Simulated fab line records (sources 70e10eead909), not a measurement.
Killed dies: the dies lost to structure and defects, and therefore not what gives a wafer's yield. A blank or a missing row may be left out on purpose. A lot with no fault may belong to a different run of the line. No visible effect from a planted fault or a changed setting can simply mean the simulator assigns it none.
Which tool is to blame?    flow nand_harc    Sampling: 12 lots, 36 wafers, 5 of 1159 route steps

## WHAT THE GAUGES READ, wafer by wafer
NHARC_END_SORT_01.
lot   measured      on         defect_limited_yield (%)  killed_at_array  killed_at_other  killed_at_periphery  killed_dies  killed_open  killed_short  sort_bin_2_pct (%)  sort_bin_3_pct (%)  sort_bin_4_pct (%)  sort_n_pass  sort_rim_yield_pct (%)  sort_yield_pct (%)
L990  day 22 04:14  prober-01  95.6 95.0 95.6            30 32 30         0 0 0            0 2 0                30 34 30     5 1 3        2 3 4         1.6 1.9 1.3         0.15 0.44 0         2.7 2.7 3.1         647 643 647  95 93 92                95.6 95.0 95.6
L992  day 23 09:42  prober-01  95.0 94.2 95.4            27 31 25         0 1 2            7 7 4                34 39 31     2 2 3        2 4 1         1.3 2.1 1.6         0.30 0.15 0.30      3.4 3.5 2.7         643 638 646  88 88 93                95.0 94.2 95.4
L997  day 24 09:05  prober-02  94.2 94.8 95.4            32 33 28         4 2 1            3 0 2                39 35 31     6 5 0        1 2 2         2.2 2.2 1.8         0.30 0 0.89         3.2 3.0 1.9         638 642 646  96 96 88                94.2 94.8 95.4

## WHICH TOOL RAN EACH LOT (tool, then ch and the chambers of the sampled wafers, then the start)
lot   NHARC_P_CONTACT_ALD_22               NHARC_P_M0_SOFTBAKE_04             NHARC_P_M0_ETCH_34                  NHARC_P_M0_ETCH_15
L976  ald_metal-03 ch 2,3, day 5 10:51     litho_track-06 ch 0, day 5 12:00   rie_diel-03 ch 0,2,3, day 5 13:16   rie_diel-03 ch 1,2,3, no start
L977  ald_metal-04 ch 0,2, day 5 22:37     litho_track-04 ch 0, day 6 03:00   rie_diel-03 ch 0,1,2, day 6 04:33   rie_diel-03 ch 2,3, no start
L980  ald_metal-03 ch 2,3, day 6 11:55     litho_track-06 ch 0, day 6 18:00   rie_diel-03 ch 0,2, day 6 19:29     rie_diel-03 ch 0,1, no start
L979  ald_metal-01 ch 0,2,3, day 6 12:29   litho_track-01 ch 0, day 6 19:00   rie_diel-05 ch 0,2,3, day 6 20:09   rie_diel-05 ch 1,2,3, no start
L981  ald_metal-01 ch 0,1,3, day 7 01:58   litho_track-06 ch 0, day 7 03:00   rie_diel-05 ch 1,2,3, day 7 04:14   rie_diel-05 ch 0,2,3, no start
L982  ald_metal-01 ch 0,1,2, day 7 04:16   litho_track-06 ch 0, day 7 15:00   rie_diel-10 ch 0,2,3, day 7 16:19   rie_diel-10 ch 1,2, no start
L990  ald_metal-04 ch 0,1,3, day 8 19:55   litho_track-04 ch 0, day 8 21:00   rie_diel-03 ch 1,3, day 8 22:29     rie_diel-03 ch 0,1,3, day 22 04:14 or earlier
L992  ald_metal-03 ch 0,1,3, day 9 12:08   litho_track-04 ch 0, day 9 18:00   rie_diel-10 ch 0,1,3, day 9 19:23   rie_diel-10 ch 0,1,2, day 23 09:42 or earlier
L993  ald_metal-03 ch 0,1,2, day 9 22:02   litho_track-01 ch 0, day 10 04:00  rie_diel-10 ch 2,3, day 10 05:29    rie_diel-10 ch 0,1,2, no start
L996  ald_metal-01 ch 0,3, day 10 07:37    litho_track-01 ch 0, day 10 09:00  rie_diel-03 ch 0,1,3, day 10 09:55  rie_diel-03 ch 0,1,3, no start
L997  ald_metal-04 ch 0,3, day 10 23:32    litho_track-06 ch 0, day 11 01:00  rie_diel-05 ch 0,1,3, day 11 01:57  rie_diel-05 ch 0,2,3, day 24 09:05 or earlier
L998  ald_metal-03 ch 1,2,3, day 11 00:24  litho_track-06 ch 0, day 11 02:00  rie_diel-05 ch 0,1,3, day 11 02:51  rie_diel-05 ch 0,2,3, no start
- NHARC_P_CONTACT_ALD_22: deposits TiN, target thk 3 nm, pulse time 1 s, ald cycles 150.
- NHARC_P_M0_SOFTBAKE_04: time 55 s.
- NHARC_P_M0_ETCH_34: etches the open film in N2/H2, target depth 40 nm, overetch 12 nm, time 43.94 s.
- NHARC_P_M0_ETCH_15: etches the open film in C4F8/Ar, target depth 150 nm, overetch 15 nm, time 82.5 s.

## WHAT THE TOOLS THEMSELVES READ (means of the sampled wafers that have a number; where no wafer has one, the mark that the record gives instead)
NHARC_P_CONTACT_ALD_22.
lot   tool          heater_power_w (W)  precursor_pulse_height_rel
L976  ald_metal-03  1165                0.982
L977  ald_metal-04  1154                0.986
L980  ald_metal-03  1155                1.004
L979  ald_metal-01  1126                0.981
L981  ald_metal-01  1090                1.009
L982  ald_metal-01  1102                1.008
L990  ald_metal-04  1067                0.998
L992  ald_metal-03  1011                1.008
L993  ald_metal-03  922                 1.010
L996  ald_metal-01  1090                0.988
L997  ald_metal-04  1105                0.996
L998  ald_metal-03  1045                1.001

NHARC_P_M0_SOFTBAKE_04.
lot   tool            heater_power_total_W (W)
L976  litho_track-06  188.35
L977  litho_track-04  188.40
L980  litho_track-06  188.45
L979  litho_track-01  188.63
L981  litho_track-06  188.43
L982  litho_track-06  188.48
L990  litho_track-04  186.88
L992  litho_track-04  186.73
L993  litho_track-01  188.60
L996  litho_track-01  188.52
L997  litho_track-06  188.46
L998  litho_track-06  188.40

NHARC_P_M0_ETCH_34.
lot   tool         drypump_motor_current_A (A)  n2_flow_sccm (sccm)  oes_product_au (a.u.)  rf_vpp_V (V)  showerhead_plenum_p_Torr (Torr)  throttle_valve_pct (%)
L976  rie_diel-03  5.8                          149.9                1.015                  430           2.01                             14.178
L977  rie_diel-03  5.8                          150.5                1.015                  432           2.09                             14.162
L980  rie_diel-03  5.7                          150.1                1.004                  433           2.10                             14.172
L979  rie_diel-05  5.6                          149.8                0.999                  431           2.06                             14.165
L981  rie_diel-05  5.5                          149.5                1.004                  431           2.06                             14.177
L982  rie_diel-10  5.7                          149.8                1.004                  431           2.04                             14.173
L990  rie_diel-03  6.0                          150.0                1.000                  431           2.06                             14.174
L992  rie_diel-10  5.6                          150.4                0.996                  429           2.00                             14.169
L993  rie_diel-10  6.0                          150.5                0.992                  430           2.05                             14.175
L996  rie_diel-03  5.9                          149.9                1.002                  431           2.07                             14.168
L997  rie_diel-05  5.7                          149.9                1.002                  430           2.02                             14.166
L998  rie_diel-05  5.7                          149.7                1.013                  430           2.02                             14.173

NHARC_P_M0_ETCH_15.
lot   tool         oes_product_au (a.u.)  rf_vpp_V (V)
L976  rie_diel-03  0.976                  439
L977  rie_diel-03  0.974                  438
L980  rie_diel-03  0.966                  444
L979  rie_diel-05  0.968                  442
L981  rie_diel-05  0.955                  441
L982  rie_diel-10  0.917                  443
L990  rie_diel-03  0.977                  443
L992  rie_diel-10  0.923                  442
L993  rie_diel-10  0.971                  442
L996  rie_diel-03  0.973                  442
L997  rie_diel-05  0.975                  441
L998  rie_diel-05  0.971                  442

## THE ANSWER, worked out from the rows above alone
Rule: what is usual is taken from the lots themselves. The widest of any qualifying gaps counts: lots, ordered by their means at a reading, are off when they make up no more than a third of the lots, leave a main group of 4 or more, and stand apart from it by 3 or more times the standard deviation of that group's means. If all means in a main group match to the digits the tables above print for the reading, that group is not used. Also off: a lot with no number at a reading for which 4 or more lots have one. Any other lot the step has rows for is counted as sound. The gauges are gone through in route order, then the tools' own readings, and for those a lot's mean is taken as printed above. At the first step where some lot is off, the reading lying furthest off is the one used; lots without a number count as furthest.
Off: L990, L992, at NHARC_P_M0_SOFTBAKE_04 (heater_power_total_W). Main group: mean 188.47 W, sd 0.084.
If a tool, at that step or one of the process steps before it, ran each lot that is off and ran no sound lot following the first of them, it fits. One fits: NHARC_P_M0_SOFTBAKE_04 on litho_track-04. A fault onset in the window from L977 (day 6 03:00, its last sound lot) to L990 (day 8 21:00, its first lot off) fits.
On the lots that are off, the tool's own readings at NHARC_P_M0_SOFTBAKE_04 differ by more than 5 times the standard deviation of the sound lots' means, which bears it out; heater_power_total_W reads 186.81 W there versus 188.47 W on the sound lots.

## WHAT THE SIMULATOR HAD PUT IN
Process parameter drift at NHARC_P_M0_SOFTBAKE_04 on litho_track-04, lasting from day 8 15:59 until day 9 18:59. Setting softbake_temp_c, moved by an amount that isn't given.
Struck lots among those shown: L990, L992. The rule given above showed the same thing.
